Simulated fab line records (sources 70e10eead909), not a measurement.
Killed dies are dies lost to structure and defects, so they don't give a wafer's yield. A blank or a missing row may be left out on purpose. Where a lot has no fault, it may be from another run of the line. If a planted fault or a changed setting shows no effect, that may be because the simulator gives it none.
Chamber matching | flow nand_harc | NHARC_A_STAIRCASE_DESCUM_312 on rie_diel-01 has 4 sister chambers
The step chemistry O2, time 3 s. 4 wafers are shown with their chamber, then 10 later ones without.

## WAFERS, EACH WITH ITS CHAMBER
wafer  | chamber | showerhead_plenum_p_Torr (Torr)
L079.2 | 0       | 2.07
L081.4 | 1       | 1.93
L083.1 | 3       | 1.84
L083.3 | 2       | 1.78

## WAFERS WHOSE CHAMBER IS MISSING
wafer  | showerhead_plenum_p_Torr (Torr)
L083.4 | 2.06
L085.3 | 2.06
L085.4 | 1.78
L085.5 | 2.06
L092.3 | 1.92
L092.4 | 2.06
L092.6 | 2.06
L092.1 | 1.77
L092.2 | 1.84
L092.5 | 1.92

## WHICH CHAMBER EACH ONE RAN IN
wafer  | from the rows above | in truth
L083.4 | 0                   | 0
L085.3 | 0                   | 0
L085.4 | 2                   | 2
L085.5 | 0                   | 0
L092.3 | 1                   | 1
L092.4 | 0                   | 0
L092.6 | 0                   | 0
L092.1 | 2                   | 2
L092.2 | 3                   | 3
L092.5 | 1                   | 1
Placed correctly: 10 of 10. From these rows, 0 cannot be placed. Number placed wrongly: 0.
How it was worked out, from the rows above alone: a wafer's distance from a chamber is the root of the sum, over the readings, of the square of ((its reading less the chamber's mean) divided by the reading's scatter). If the next closest chamber is less than 2 further off than the closest, the wafer can't be placed; otherwise it belongs to the closest. The mean given for a chamber averages the wafers shown for that chamber. The scatter (one wafer shown for each chamber): square how far every hidden wafer sits from the nearest shown wafer, average those squares and take the square root.
